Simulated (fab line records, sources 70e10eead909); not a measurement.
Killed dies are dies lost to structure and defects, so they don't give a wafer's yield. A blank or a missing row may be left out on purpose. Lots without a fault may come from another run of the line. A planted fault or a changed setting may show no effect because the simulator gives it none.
Which tool did it? | flow nand_harc | 13 lots, 39 wafers sampled, at 6 steps of a route of 1159

WHAT THE GAUGES READ, wafer by wafer
NHARC_A_ONON_D1_THK_MEAS_21: measures by ellipsometry.
lot  | measured     | on            | thk_nm (nm)
L878 | day 7 17:32  | film_metro-02 | 1012 1011 1010
L879 | day 8 08:36  | film_metro-01 | 983 984 984
L881 | day 8 17:08  | film_metro-01 | 998 995 1000
L883 | day 9 01:40  | film_metro-02 | 1008 1009 1007
L884 | day 9 22:31  | film_metro-02 | 999 1002 1001
L886 | day 9 22:22  | film_metro-01 | 1005 1007 1006
L887 | day 10 08:57 | film_metro-01 | 1002 1001 1001
L889 | day 11 01:32 | film_metro-01 | 975 976 975
L893 | day 11 18:23 | film_metro-02 | 998 997 998
L899 | day 12 20:34 | film_metro-02 | 1005 1008 1004
L896 | day 12 20:35 | film_metro-02 | 980 980 981
L900 | day 13 09:38 | film_metro-01 | 1015 1015 1015
L901 | day 13 09:38 | film_metro-02 | 999 1000 999

NHARC_A_ONON_D1_THK_MEAS_24: measures by ellipsometry.
lot  | measured     | on            | thk_nm (nm)
L878 | day 7 18:06  | film_metro-02 | 1007 1006 1006
L879 | day 8 09:10  | film_metro-01 | 987 987 989
L881 | day 8 17:41  | film_metro-01 | 1008 1007 1008
L883 | day 9 02:14  | film_metro-01 | 1013 1013 1010
L884 | day 9 23:05  | film_metro-02 | 993 992 993
L886 | day 9 22:56  | film_metro-01 | 997 997 998
L887 | day 10 09:32 | film_metro-02 | 994 995 994
L889 | day 11 02:06 | film_metro-01 | 711 712 711
L893 | day 11 18:58 | film_metro-02 | 692 692 691
L899 | day 12 21:08 | film_metro-02 | 999 1001 1001
L896 | day 12 21:17 | film_metro-01 | 995 996 999
L900 | day 13 10:12 | film_metro-01 | 991 991 990
L901 | day 13 10:11 | film_metro-02 | 1000 1001 1002

NHARC_END_SORT_01.
lot  | measured     | on        | killed_at_array | killed_at_other | killed_at_periphery | killed_dies | killed_open | killed_short
L889 | day 22 13:14 | prober-02 | 674 672 672     | 0 0 0           | 3 5 5               | 677 677 677 | 4 3 4       | 3 1 4
L893 | day 23 07:27 | prober-01 | 675 673 672     | 0 1 4           | 2 3 1               | 677 677 677 | 1 5 2       | 2 2 0
L896 | day 24 12:55 | prober-02 | 29 27 33        | 0 0 0           | 5 10 5              | 34 37 38    | 1 2 6       | 2 2 3

WHICH TOOL RAN EACH LOT (tool, then ch and the chambers of the sampled wafers, then the start)
lot  | NHARC_P_BONDPAD_PVD_27                  | NHARC_A_ZERO_WELL_DESCUM_12        | NHARC_A_ONON_D1_DEP_22
L878 | pvd_sputter-03, day 6 08:10 or earlier  | rie_diel-12 ch 1,2, day 6 08:10    | pecvd_onon-04 ch 0, day 7 17:36
L879 | pvd_sputter-02, day 6 18:22 or earlier  | rie_diel-07 ch 0,1,3, day 6 18:22  | pecvd_onon-02 ch 0, day 8 08:40
L881 | pvd_sputter-03, day 7 07:44 or earlier  | rie_diel-12 ch 1,2, day 7 07:44    | pecvd_onon-02 ch 0, day 8 17:11
L883 | pvd_sputter-03, day 7 18:16 or earlier  | rie_diel-12 ch 1,2,3, day 7 18:16  | pecvd_onon-02 ch 0, day 9 01:44
L884 | pvd_sputter-02, day 8 13:44 or earlier  | rie_diel-12 ch 0,1,3, day 8 13:44  | pecvd_onon-02 ch 0, day 9 22:37
L886 | pvd_sputter-01, day 8 14:47 or earlier  | rie_diel-12 ch 0,1,3, day 8 14:47  | pecvd_onon-03 ch 0, day 9 22:25
L887 | pvd_sputter-01, day 8 22:25 or earlier  | rie_diel-12 ch 1,2, day 8 22:25    | pecvd_onon-03 ch 0, day 10 09:11
L889 | pvd_sputter-03, day 9 16:11 or earlier  | rie_diel-07 ch 0,1,2, day 9 16:11  | pecvd_onon-02 ch 0, day 11 01:38
L893 | pvd_sputter-03, day 10 06:55 or earlier | rie_diel-07 ch 0,3, day 10 06:55   | pecvd_onon-02 ch 0, day 11 18:34
L899 | pvd_sputter-01, day 11 13:01 or earlier | rie_diel-07 ch 0,2,3, day 11 13:01 | pecvd_onon-03 ch 0, day 12 20:37
L896 | pvd_sputter-03, day 11 13:22 or earlier | rie_diel-11 ch 1,2,3, day 11 13:22 | pecvd_onon-04 ch 0, day 12 20:46
L900 | pvd_sputter-02, day 11 22:39 or earlier | rie_diel-11 ch 0,1,2, day 11 22:39 | pecvd_onon-04 ch 0, day 13 09:48
L901 | pvd_sputter-01, day 11 23:38 or earlier | rie_diel-11 ch 0,1, day 11 23:38   | pecvd_onon-03 ch 0, day 13 09:48
- NHARC_P_BONDPAD_PVD_27: deposits Cu, target thk 30 nm, time 20.49 s.
- NHARC_A_ZERO_WELL_DESCUM_12: chemistry O2, time 3 s.
- NHARC_A_ONON_D1_DEP_22: target thk 1000 nm.

WHAT THE TOOLS THEMSELVES READ (means of the sampled wafers that have a number; where no wafer has one, the mark that the record gives instead)
NHARC_P_BONDPAD_PVD_27.
lot  | tool           | throttle_valve_pct (%)
L878 | pvd_sputter-03 | 29.9
L879 | pvd_sputter-02 | 29.4
L881 | pvd_sputter-03 | 30.4
L883 | pvd_sputter-03 | 29.9
L884 | pvd_sputter-02 | 29.5
L886 | pvd_sputter-01 | 31.0
L887 | pvd_sputter-01 | 30.7
L889 | pvd_sputter-03 | 29.4
L893 | pvd_sputter-03 | 31.0
L899 | pvd_sputter-01 | 30.5
L896 | pvd_sputter-03 | 30.0
L900 | pvd_sputter-02 | 28.9
L901 | pvd_sputter-01 | 29.4

NHARC_A_ZERO_WELL_DESCUM_12.
lot  | tool        | drypump_motor_current_A (A) | oes_product_au (a.u.) | rf_vpp_V (V) | showerhead_plenum_p_Torr (Torr) | throttle_valve_pct (%)
L878 | rie_diel-12 | 5.5                         | 0.991                 | 58.4         | 1.97                            | 11.306
L879 | rie_diel-07 | 5.4                         | 0.998                 | 58.5         | 1.91                            | 11.309
L881 | rie_diel-12 | 5.5                         | 0.991                 | 57.7         | 1.99                            | 11.307
L883 | rie_diel-12 | 5.8                         | 1.003                 | 56.6         | 1.92                            | 11.296
L884 | rie_diel-12 | 5.7                         | 1.000                 | 57.7         | 1.91                            | 11.311
L886 | rie_diel-12 | 5.7                         | 0.995                 | 57.8         | 1.91                            | 11.319
L887 | rie_diel-12 | 5.5                         | 1.001                 | 57.6         | 1.97                            | 11.316
L889 | rie_diel-07 | 5.6                         | 0.995                 | 57.2         | 1.85                            | 11.304
L893 | rie_diel-07 | 5.5                         | 0.998                 | 58.1         | 1.97                            | 11.314
L899 | rie_diel-07 | 5.5                         | 0.991                 | 57.9         | 1.92                            | 11.315
L896 | rie_diel-11 | 5.2                         | 0.999                 | 56.4         | 1.81                            | 11.298
L900 | rie_diel-11 | 5.7                         | 0.999                 | 57.9         | 1.84                            | 11.305
L901 | rie_diel-11 | 5.2                         | 0.996                 | 57.7         | 1.86                            | 11.320

NHARC_A_ONON_D1_DEP_22.
lot  | tool          | n2o_flow_sccm (sccm)
L878 | pecvd_onon-04 | 1999
L879 | pecvd_onon-02 | 2001
L881 | pecvd_onon-02 | 2001
L883 | pecvd_onon-02 | 2001
L884 | pecvd_onon-02 | 2005
L886 | pecvd_onon-03 | 2004
L887 | pecvd_onon-03 | 2000
L889 | pecvd_onon-02 | 2008
L893 | pecvd_onon-02 | 2002
L899 | pecvd_onon-03 | 1995
L896 | pecvd_onon-04 | 1996
L900 | pecvd_onon-04 | 2002
L901 | pecvd_onon-03 | 1999

THE ANSWER, worked out from the rows above alone
Rule: what is usual is taken from the lots themselves. Put in order of their means at a reading, lots are off if they are a third of the lots or fewer, leave a main group of 4 or more, and stand apart from it by a gap of 3 or more times the standard deviation of the main group's means; of several such gaps the widest counts. A main group whose means are all the same, to the digits that the tables above print for the reading, isn't used. A lot without any number at a reading at which 4 lots or more have one is off too. The other lots that the step has rows for count as sound. The gauges are gone through in route order, then the tools' own readings, and for those a lot's mean is taken as printed above. The first step at which some lot is off is used, and at that step the reading that is off furthest; a lot without a number counts as furthest.
Off: L889, L893, at NHARC_A_ONON_D1_THK_MEAS_24 (thk_nm). The main group: mean 999 nm, standard deviation 7.2.
A tool fits if, at a process step before that reading, it ran every lot that is off, and no sound lot after the first of them. The gauges at NHARC_A_ONON_D1_THK_MEAS_24 are tried like those tools. NHARC_P_BONDPAD_PVD_27 gives no start for some lots, so the hours and the order of its lots are those of NHARC_A_ZERO_WELL_DESCUM_12. One fits: pecvd_onon-02 at NHARC_A_ONON_D1_DEP_22. Its last sound lot is L884 (day 9 22:37), its first lot that is off L889 (day 11 01:38): a fault that began between those two fits.

WHAT THE SIMULATOR HAD PUT IN
Process parameter drift: pecvd_onon-02, from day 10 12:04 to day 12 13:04, at NHARC_A_ONON_D1_DEP_22. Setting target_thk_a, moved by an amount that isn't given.
Lots struck among those shown: L889, L893. The rule above found the same.
